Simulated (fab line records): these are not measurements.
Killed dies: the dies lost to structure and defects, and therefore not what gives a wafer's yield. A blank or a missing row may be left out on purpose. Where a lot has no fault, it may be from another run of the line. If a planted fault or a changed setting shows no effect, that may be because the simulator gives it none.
fab line records    flow nand_harc
record lots=12  wafers=36  last_day=32
route steps=1302 shown A_STAIRCASE@883 A_SGD_CUT@905 A_SLIT@924 END@1302
lots untouched by any fault: they come from a run of this same line in which no faults occurred
start_h: hours from the record's first day to the start of the lot's first wafer shown    wait_h: how many hours have passed since the lot's step before this one    " repeats the value in the row above    L1.1+2: several wafers, shown together as one row    - value missing, or start not given    * or withheld: withheld    < > ~ a bound
route shown NAME@n: NAME is a module with steps in the file, n the number in the route of the first one    usual: mean and standard deviation over wafers with no fault    same: alike in all rows    chamber/n: place in a boat    sites: the reading at each site    _std_site: standard deviation of those values    _edge_site: outer sites' mean less inner sites'    radius_mm: how far each site lies from the wafer's centre    mask NAME#n: copy n    behind: the last tool/chamber to shape the wafer    hold: why the lot went on hold/how many hours it stayed there/how the hold came to an end    device: which transistor (n, p or np) failed to switch    end of line: the route-end tests of the same wafers    step lacking rows: just its recipe    killed: not the wafer's yield, but the dies lost to structure and defects at the first sort    map: a wafer's dies, marking killed ones x, the rest . and places with no die _
set.NAME: the setting that was run; set.NAME@STEP: the one run at that earlier step    model.NAME: the simulator's own value behind a step, which no gauge read
route steps across a sampled set of lots; one table per step, one row per wafer
services: from which hour (start_h, from the record's first day; less than 0 if before it) a tool's chamber was out of use, for how many hours, and why
## steps
# step NHARC_A_STAIRCASE_ETCHBACK_157
# recipe target_depth_a=900  over_etch_frac=0.3  time_s=167.14  ion_energy_ev=120  ch3f_flow_sccm=50  o2_flow_sccm=30  ar_flow_sccm=200  rf_w=500  bias_w=100  chemistry=CH3F/O2
# usual drypump_motor_current_A=5.9/0.49  oes_product_au=0.97/0.032  rf_vpp_V=243.3/1  showerhead_plenum_p_Torr=2.38/0.053  throttle_valve_pct=20.663/0.0083
# same time_s=167.14
lot.wafer  tool         chamber  start_h  wait_h  drypump_motor_current_A  oes_product_au  rf_hours_counter_h  rf_vpp_V  showerhead_plenum_p_Torr  throttle_valve_pct
L379.2     rie_diel-04  2        445.61   0.1     6.7                      1.00            23                  242.7     2.33                      20.656
L379.1     "            0        "        "       6.5                      0.98            25                  245.5     2.46                      20.674
L379.5     "            3        "        "       5.6                      0.99            -                   244.1     2.32                      20.666
L380.2     rie_diel-11  3        446.01   0.2     5.9                      0.99            2                   244.8     2.39                      20.660
L380.3     "            0        "        "       5.5                      0.99            2                   243.8     2.46                      20.661
L380.5     "            2        "        "       6.4                      1.00            -                   242.9     2.35                      20.667
L381.3     rie_diel-04  2        454.46   0.2     6.7                      0.94            26                  243.1     2.33                      20.678
L381.5     "            0        "        "       6.5                      0.92            -                   244.2     2.46                      20.669
L381.6     "            1        "        "       5.8                      0.93            -                   243.0     2.43                      20.665
L382.3     rie_diel-04  2        460.08   0.1     6.6                      0.93            27                  242.2     2.33                      20.668
L382.4     "            0        "        "       6.4                      0.94            29                  243.7     2.46                      20.657
L382.5     "            3        "        "       5.6                      0.92            -                   242.2     2.32                      20.675
L384.1     rie_diel-04  1        500.21   0.1     5.9                      0.94            40                  243.6     2.43                      20.666
L384.4     "            3        "        "       5.6                      0.96            33                  242.5     2.32                      20.654
L384.6     "            0        "        "       6.4                      0.95            -                   243.3     2.46                      20.648
L385.4     rie_diel-04  3        506.61   0.2     5.6                      0.96            36                  241.5     2.32                      20.670
L385.2     "            0        "        "       6.5                      0.97            42                  245.3     2.46                      20.663
L385.6     "            1        "        "       5.9                      0.97            -                   242.8     2.42                      20.649
L387.1     rie_diel-08  0        507.97   0.1     5.3                      0.92            47                  243.9     2.44                      20.653
L387.3     "            1        "        "       4.8                      0.92            50                  244.1     2.41                      20.664
L387.6     "            1        "        "       4.8                      0.92            -                   244.6     2.41                      20.661
L391.1     rie_diel-08  1        536.78   0.1     4.8                      1.00            61                  244.4     2.40                      20.672
L391.2     "            0        "        "       5.3                      1.00            57                  244.4     2.44                      20.666
L391.5     "            2        "        "       6.0                      0.99            -                   244.6     2.41                      20.669
L394.3     rie_diel-04  1        589.39   0.2     5.8                      1.00            14                  242.1     2.41                      20.662
L394.2     "            2        "        "       6.7                      1.00            16                  241.8     2.32                      20.643
L394.1     "            3        "        "       5.6                      0.99            16                  242.9     2.31                      20.649
L396.4     rie_diel-08  2        624.53   0.2     5.9                      1.00            21                  243.9     2.40                      20.664
L396.2     "            3        "        "       6.1                      0.97            23                  243.3     2.29                      20.671
L396.5     "            0        "        "       5.3                      1.01            -                   242.6     2.43                      20.655
L398.1     rie_diel-11  3        630.39   0.2     5.9                      1.00            6                   242.5     2.36                      20.664
L398.2     "            2        "        "       6.4                      1.01            6                   242.5     2.32                      20.663
L398.5     "            3        "        "       5.9                      1.00            -                   242.6     2.36                      20.672
L400.2     rie_diel-04  1        642.66   0.2     5.8                      0.96            32                  243.7     2.41                      20.676
L400.1     "            2        "        "       6.6                      0.94            36                  240.8     2.31                      20.661
L400.5     "            3        "        "       5.6                      0.94            -                   243.1     2.30                      20.657
# step NHARC_A_SGD_CUT_ETCH_58
# recipe target_depth_a=390  over_etch_frac=0.3  time_s=65  ion_energy_ev=80  cf4_flow_sccm=150  ar_flow_sccm=0  rf_w=300  bias_w=100  chemistry=CF4
# usual drypump_motor_current_A=5.7/0.46  oes_product_au=1.001/0.011  rf_vpp_V=151.6/1.2  showerhead_plenum_p_Torr=1.80/0.077  throttle_valve_pct=13.284/0.0098
# same time_s=65
lot.wafer  tool         chamber  start_h  wait_h  drypump_motor_current_A  oes_product_au  rf_hours_counter_h  rf_vpp_V  showerhead_plenum_p_Torr  throttle_valve_pct
L379.2     rie_diel-05  0        447.75   0.1     5.3                      1.005           3                   152.3     1.82                      13.297
L379.1     "            1        "        "       6.3                      0.987           3                   152.4     1.78                      13.292
L379.5     "            2        "        "       5.8                      1.008           -                   150.5     1.84                      13.270
L380.3     rie_diel-02  0        447.93   0.1     5.8                      1.006           4                   153.9     1.89                      13.295
L380.2     "            1        "        "       5.1                      1.009           4                   150.4     1.66                      13.278
L380.5     "            1        "        "       5.1                      1.011           -                   149.6     1.66                      13.262
L381.3     rie_diel-05  2        456.42   0.1     5.7                      1.018           4                   151.3     1.84                      13.296
L381.6     "            3        "        "       6.3                      0.989           -                   151.1     1.65                      13.273
L381.5     "            0        "        "       5.3                      1.007           -                   151.4     1.82                      13.291
L382.3     rie_diel-05  1        461.92   0.1     6.2                      0.989           5                   152.3     1.78                      13.273
L382.4     "            2        "        "       5.8                      1.012           5                   151.1     1.84                      13.268
L382.5     "            2        "        "       5.8                      1.016           -                   152.7     1.84                      13.266
L384.4     rie_diel-02  1        502.16   0.1     5.1                      1.008           7                   150.7     1.66                      13.293
L384.1     "            0        "        "       5.8                      0.995           8                   152.4     1.89                      13.281
L384.6     "            2        "        "       5.2                      1.006           -                   153.0     1.81                      13.285
L385.2     rie_diel-05  0        508.58   0.1     5.3                      1.026           9                   151.6     1.81                      13.274
L385.4     "            0        "        "       5.3                      1.021           -                   150.7     1.81                      13.268
L385.6     "            1        "        "       6.3                      1.002           -                   150.9     1.78                      13.280
L387.3     rie_diel-02  0        509.95   0.1     5.8                      1.000           8                   152.4     1.89                      13.274
L387.1     "            3        "        "       5.1                      1.033           8                   151.1     1.84                      13.290
L387.6     "            1        "        "       5.1                      1.008           -                   150.0     1.66                      13.290
L391.1     rie_diel-02  0        538.75   0.1     5.8                      0.991           10                  152.9     1.89                      13.273
L391.2     "            1        "        "       5.1                      0.997           10                  148.6     1.66                      13.276
L391.5     "            2        "        "       5.2                      1.007           -                   151.1     1.80                      13.302
L394.1     rie_diel-02  3        591.35   0.1     5.1                      1.002           1                   150.9     1.84                      13.272
L394.3     "            0        "        "       5.8                      1.018           1                   153.6     1.89                      13.299
L394.2     "            2        "        "       5.2                      1.008           1                   150.7     1.80                      13.288
L396.2     rie_diel-05  1        627.42   0.1     6.3                      0.982           3                   152.9     1.78                      13.283
L396.4     "            3        "        "       6.3                      0.995           3                   150.5     1.64                      13.286
L396.5     "            0        "        "       5.3                      0.993           -                   150.7     1.81                      13.268
L398.2     rie_diel-05  1        632.27   0.1     6.3                      0.983           4                   150.2     1.78                      13.294
L398.1     "            2        "        "       5.8                      1.001           3                   150.4     1.83                      13.285
L398.5     "            0        "        "       5.3                      0.998           -                   152.5     1.81                      13.287
L400.1     rie_diel-12  2        644.50   0.1     5.8                      0.979           1                   150.8     1.71                      13.278
L400.2     "            3        "        "       5.0                      0.988           1                   151.6     1.85                      13.300
L400.5     "            0        "        "       6.0                      0.999           -                   149.6     1.82                      13.285
# step NHARC_A_SGD_CUT_ETCH_26
# recipe target_depth_a=458  chemistry=dHF  material=SiO2
lot.wafer   tool          chamber  start_h  wait_h
L380.5+2+3  wet_bench-09  5,6,1    453.73   0.0
L379.5+2+1  wet_bench-07  6,7,0    453.74   0.0
L381.3+6+5  wet_bench-05  6,7,1    462.56   0.0
L382.5+3+4  wet_bench-05  6,7,0    468.31   0.0
L384.6+4+1  wet_bench-05  5,6,1    510.02   0.0
L387.3+1+6  wet_bench-09  0,2,5    515.17   0.0
L385.6+2+4  wet_bench-05  4,5,0    515.21   0.0
L391.2+5+1  wet_bench-05  0,1,5    543.15   0.0
L394.1+2+3  wet_bench-05  2,5,7    598.12   0.0
L396.2+5+4  wet_bench-05  4,5,7    634.56   0.0
L398.2+5+1  wet_bench-07  0,1,2    640.17   0.0
L400.5+2+1  wet_bench-05  3,4,6    652.84   0.0
# step NHARC_A_SGD_CUT_INSPECT_25
# usual raw_defect_count=360/72
lot.wafer  tool               chamber  start_h  wait_h  raw_defect_count
L379.1     defect_inspect-02  -        454.13   -       404
L379.2     "                  -        "        "       340
L379.5     "                  -        "        "       314
L380.2     defect_inspect-02  -        454.14   -       628
L380.3     "                  -        "        "       497
L380.5     "                  -        "        "       488
L381.3     defect_inspect-02  -        462.97   -       261
L381.5     "                  -        "        "       307
L381.6     "                  -        "        "       301
L382.3     defect_inspect-01  -        468.72   -       342
L382.4     "                  -        "        "       478
L382.5     "                  -        "        "       359
L384.1     defect_inspect-01  -        510.46   -       648
L384.4     "                  -        "        "       533
L384.6     "                  -        "        "       621
L387.1     defect_inspect-02  -        515.58   -       345
L387.3     "                  -        "        "       349
L387.6     "                  -        "        "       331
L385.2     defect_inspect-02  -        515.61   -       513
L385.4     "                  -        "        "       617
L385.6     "                  -        "        "       572
L391.1     defect_inspect-02  -        543.55   -       514
L391.2     "                  -        "        "       612
L391.5     "                  -        "        "       561
L394.1     defect_inspect-02  -        598.54   -       402
L394.2     "                  -        "        "       460
L394.3     "                  -        "        "       430
L396.2     defect_inspect-01  -        634.96   -       413
L396.4     "                  -        "        "       307
L396.5     "                  -        "        "       347
L398.1     defect_inspect-01  -        640.60   -       315
L398.2     "                  -        "        "       316
L398.5     "                  -        "        "       414
L400.1     defect_inspect-01  -        653.23   -       374
L400.2     "                  -        "        "       383
L400.5     "                  -        "        "       317
# step NHARC_A_SLIT_DEP_23
# recipe target_thk_a=1000  target_thk_nm=100  temp_c=400  pressure_torr=3.5  flow_sccm=200  rf_w=350  material=SiON
# usual heater_power_w=777/90  showerhead_vpp_V=1149/37
lot.wafer  tool      chamber  start_h  wait_h  heater_power_w  showerhead_vpp_V
L380.2     pecvd-01  2        461.11   2.5     737             1196
L380.3     "         0        "        "       730             1075
L380.5     "         1        "        "       775             1174
L379.2     pecvd-03  1        461.25   2.5     592             1150
L379.1     "         2        "        "       777             1125
L379.5     "         0        "        "       899             1168
L381.3     pecvd-01  2        468.44   2.0     754             1183
L381.5     "         1        "        "       709             1188
L381.6     "         0        "        "       771             1065
L382.3     pecvd-03  1        476.57   1.9     591             1145
L382.5     "         1        "        "       596             1148
L382.4     "         2        "        "       747             1127
L384.1     pecvd-01  2        514.68   3.2     812             1191
L384.6     "         0        "        "       779             1090
L384.4     "         1        "        "       805             1198
L387.3     pecvd-01  1        523.22   1.9     701             1176
L387.1     "         2        "        "       737             1188
L387.6     "         0        "        "       713             1097
L385.2     pecvd-03  0        524.63   2.6     899             1171
L385.6     "         1        "        "       512             1133
L385.4     "         0        "        "       876             1160
L391.2     pecvd-04  1        547.72   2.5     715             1188
L391.1     "         2        "        "       970             1139
L391.5     "         2        "        "       807             1118
L394.2     pecvd-01  1        603.06   2.5     740             1183
L394.3     "         2        "        "       651             1172
L394.1     "         0        "        "       778             1089
L396.2     pecvd-01  0        639.34   2.6     759             1081
L396.4     "         1        "        "       745             1186
L396.5     "         2        "        "       781             1199
L398.2     pecvd-03  1        649.08   2.6     659             1141
L398.1     "         2        "        "       819             1126
L398.5     "         1        "        "       659             1125
L400.2     pecvd-04  0        657.46   2.6     867             1151
L400.1     "         1        "        "       699             1184
L400.5     "         1        "        "       698             1173
# step NHARC_END_SORT_01
# recipe temp_c=25
# usual killed_at_array=53/19  killed_at_other=0.8/1.2  killed_at_periphery=3.7/2.3  killed_dies=57/19  killed_open=3.2/1.7  killed_short=2.6/1.8
# same gross_dies=677
lot.wafer  tool       chamber  start_h  wait_h  killed_at_array  killed_at_other  killed_at_periphery  killed_dies  killed_open  killed_short
L384.1     prober-02  0        632.96   2.5     96               0                2                    98           4            5
L384.4     prober-02  0        635.37   3.4     77               0                2                    79           4            1
L384.6     prober-02  0        636.98   4.0     66               1                1                    68           4            5
L385.2     prober-02  0        641.59   2.8     67               1                2                    70           1            1
L385.4     prober-02  0        643.20   3.4     61               1                3                    65           2            2
L385.6     prober-02  0        644.81   4.0     88               3                1                    92           5            0
L391.1     prober-02  0        662.24   2.5     95               1                3                    99           3            6
L391.2     prober-02  0        663.03   2.8     100              2                1                    103          3            3
L391.5     prober-02  0        665.42   3.7     120              2                3                    125          3            3
# killed by level:class
L384.1 A_SGD_CUT:unspecified=65 A_CHANNEL_HOLE_D2:chamber_film_flake=5 A_STAIRCASE:chamber_film_flake=4 A_WL_FILL:chamber_film_flake=4 A_CHANNEL_FILL_D1:chamber_film_flake=3 A_CONTACT:chamber_film_flake=3 A_CHANNEL_HOLE_D1:geometric_particle:short=2 A_CHANNEL_HOLE_D1:chamber_film_flake=2
L384.4 A_SGD_CUT:unspecified=49 A_CHANNEL_HOLE_D2:chamber_film_flake=7 A_STAIRCASE:chamber_film_flake=5 A_CHANNEL_HOLE_D1:chamber_film_flake=4 A_CONTACT:chamber_film_flake=3 P_GATE:geometric_particle:open=2 A_CHANNEL_FILL_D1:chamber_film_flake=2 A_SLIT:chamber_film_flake=2
L384.6 A_SGD_CUT:unspecified=42 A_CHANNEL_HOLE_D2:chamber_film_flake=8 A_BLC:chamber_film_flake=3 A_SGD_CUT:geometric_particle:short=2 A_CONTACT:geometric_particle:open=2 A_CHANNEL_FILL_D1:chamber_film_flake=2 A_WL_FILL:chamber_film_flake=2 P_M0:geometric_particle:short=1
L385.2 A_SGD_CUT:unspecified=41 A_CHANNEL_HOLE_D2:chamber_film_flake=9 A_CONTACT:chamber_film_flake=7 A_CHANNEL_HOLE_D1:chamber_film_flake=6 P_M1:geometric_particle:open=1 A_SOURCE_PLATE:geometric_particle:short=1 P_STI:chamber_film_flake=1 A_STAIRCASE:chamber_film_flake=1
L385.4 A_SGD_CUT:unspecified=33 A_CHANNEL_HOLE_D2:chamber_film_flake=8 A_CONTACT:chamber_film_flake=4 A_CHANNEL_HOLE_D1:chamber_film_flake=3 A_STAIRCASE:chamber_film_flake=3 A_BONDPAD:chamber_film_flake=3 P_STI:chamber_film_flake=2 A_CHANNEL_FILL_D1:geometric_particle:open=1
L385.6 A_SGD_CUT:unspecified=62 A_CHANNEL_HOLE_D2:chamber_film_flake=6 A_CHANNEL_HOLE_D1:chamber_film_flake=3 A_CONTACT:chamber_film_flake=3 A_BLC:chamber_film_flake=3 THIN_TSV:chamber_film_flake=3 A_DECK1_JOINT:geometric_particle:open=2 A_CHANNEL_FILL_D2:chamber_film_flake=2
L391.1 A_SGD_CUT:unspecified=35 A_SLIT:chamber_film_flake=34 A_CHANNEL_HOLE_D1:chamber_film_flake=11 A_CHANNEL_HOLE_D2:chamber_film_flake=2 A_CONTACT:chamber_film_flake=2 P_STI:geometric_particle:open=1 P_CONTACT:geometric_particle:open=1 P_M0:geometric_particle:open=1
L391.2 A_CHANNEL_HOLE_D1:chamber_film_flake=35 A_SGD_CUT:unspecified=28 A_SLIT:chamber_film_flake=23 A_CONTACT:chamber_film_flake=3 A_ONON_D2:geometric_particle:open=2 A_WL_FILL:geometric_particle:short=2 A_ZERO_WELL:chamber_film_flake=2 THIN_TSV:chamber_film_flake=2
L391.5 A_SGD_CUT:unspecified=66 A_SLIT:chamber_film_flake=23 A_CHANNEL_HOLE_D1:chamber_film_flake=15 A_CONTACT:chamber_film_flake=5 A_DECK1_JOINT:geometric_particle:open=3 A_WL_FILL:chamber_film_flake=2 THIN_TSV:chamber_film_flake=2 A_CHANNEL_HOLE_D2:geometric_particle:short=1
## services
tool          chamber  start_h  hours  kind
wet_bench-05  -        436.80   8.0    pm
pecvd-03      0        454.19   3.5    repair
rie_diel-02   1        456.81   6.0    repair
rie_diel-02   -        473.42   0.6    repair
rie_diel-02   2        479.85   9.2    repair
pecvd-03      -        480.61   0.3    repair
rie_diel-05   -        490.30   0.9    repair
pecvd-01      -        492.18   13.0   pm
rie_diel-05   3        503.44   7.9    repair
pecvd-01      -        509.13   1.8    repair
rie_diel-04   0        529.96   2.8    repair
rie_diel-04   -        534.62   9.0    pm
pecvd-03      -        547.06   13.0   pm
pecvd-01      -        553.19   1.6    repair
pecvd-01      2        570.42   13.7   repair
rie_diel-02   -        570.91   9.0    pm
pecvd-01      -        574.51   2.9    repair
rie_diel-02   1        582.83   12.4   repair
rie_diel-05   -        583.66   9.0    pm
rie_diel-04   1        589.77   1.6    repair
wet_bench-05  -        612.80   8.0    pm
pecvd-01      -        621.71   1.0    repair
rie_diel-02   0        632.90   13.4   repair
rie_diel-02   -        644.17   0.5    repair
## key
first_sign step=NHARC_A_SGD_CUT_INSPECT_25  reading=raw_defect_count  direction=up  sigmas=3  usual=360  struck=577
effect step=NHARC_END_SORT_01  reading=killed_at_array  direction=up  sigmas=1.7  usual=53  struck=86  wafers_moved=6
more_kills_born_at NHARC_A_SGD_CUT_ETCH_26@wet_bench-05=421
met_at NHARC_A_SGD_CUT_ETCH_26
struck_lots L384,L385,L391
tester_left_out L384,L385,L391
not_acting_at NHARC_A_STAIRCASE_ETCHBACK_157,NHARC_A_SGD_CUT_ETCH_58,NHARC_A_SLIT_DEP_23
onset_between 468.31 510.02
fault kind=chamber_particle_source  tool=wet_bench-05  chamber=-  onset_h=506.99  steps=NHARC_A_SGD_CUT_ETCH_26  rate_per_visit_cm2=0.41997  end_h=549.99
# tester_left_out: of these lots the tester's yield and bins aren't shown, on N5 and GAA mostly nor the transistor test; their killed dies are dies lost to structure and defects alone, not to doping, threshold or leakage, so they don't give the yield
